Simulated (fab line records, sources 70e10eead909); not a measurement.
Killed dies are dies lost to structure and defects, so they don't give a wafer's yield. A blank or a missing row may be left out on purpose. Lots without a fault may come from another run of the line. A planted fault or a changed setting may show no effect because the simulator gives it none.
Chamber matching | flow nand_harc | NHARC_P_STI_DESCUM_14 on rie_diel-04: 4 sister chambers
The step chemistry O2, time 3 s. 8 wafers are shown with their chamber, then 12 later ones without.

WAFERS WITH THEIR CHAMBER
wafer  | chamber | showerhead_plenum_p_Torr (Torr) | drypump_motor_current_A (A)
L083.5 | 0       | 1.91                            | 5.5
L086.5 | 2       | 2.05                            | 6.2
L086.1 | 1       | 1.91                            | 5.3
L086.3 | 0       | 1.91                            | 5.5
L086.6 | 3       | 1.78                            | 5.5
L087.2 | 1       | 1.91                            | 5.3
L087.3 | 3       | 1.78                            | 5.5
L087.5 | 2       | 2.04                            | 6.3

WAFERS WITHOUT THEIR CHAMBER
wafer  | showerhead_plenum_p_Torr (Torr) | drypump_motor_current_A (A)
L089.2 | 1.91                            | 5.5
L089.3 | 1.91                            | 5.3
L089.4 | 2.04                            | 6.3
L091.2 | 1.78                            | 5.5
L091.5 | 1.78                            | 5.5
L091.6 | 1.91                            | 5.5
L091.1 | 1.91                            | 5.2
L091.3 | 1.91                            | 5.5
L091.4 | 2.04                            | 6.3
L093.1 | 1.91                            | 5.2
L093.5 | 2.04                            | 6.2
L093.6 | 1.78                            | 5.5

WHICH CHAMBER EACH WENT THROUGH
wafer  | from the rows above | in truth
L089.2 | 0                   | 0
L089.3 | 1                   | 1
L089.4 | 2                   | 2
L091.2 | 3                   | 3
L091.5 | 3                   | 3
L091.6 | 0                   | 0
L091.1 | 1                   | 1
L091.3 | 0                   | 0
L091.4 | 2                   | 2
L093.1 | 1                   | 1
L093.5 | 2                   | 2
L093.6 | 3                   | 3
Placed correctly: 12 of 12. Can't be placed from these rows: 0. Placed wrongly: 0.
How it was worked out, from the rows above alone: a wafer's distance from a chamber is the root of the sum, over the readings, of the square of ((its reading less the chamber's mean) divided by the reading's scatter). The wafer belongs to the nearest chamber; if the next one is less than 2 further off, it can't be placed. A chamber's mean is the mean of its shown wafers. The scatter: the root of (the sum of the squares of (reading less its chamber's mean) over the shown wafers, divided by (wafers less chambers)).
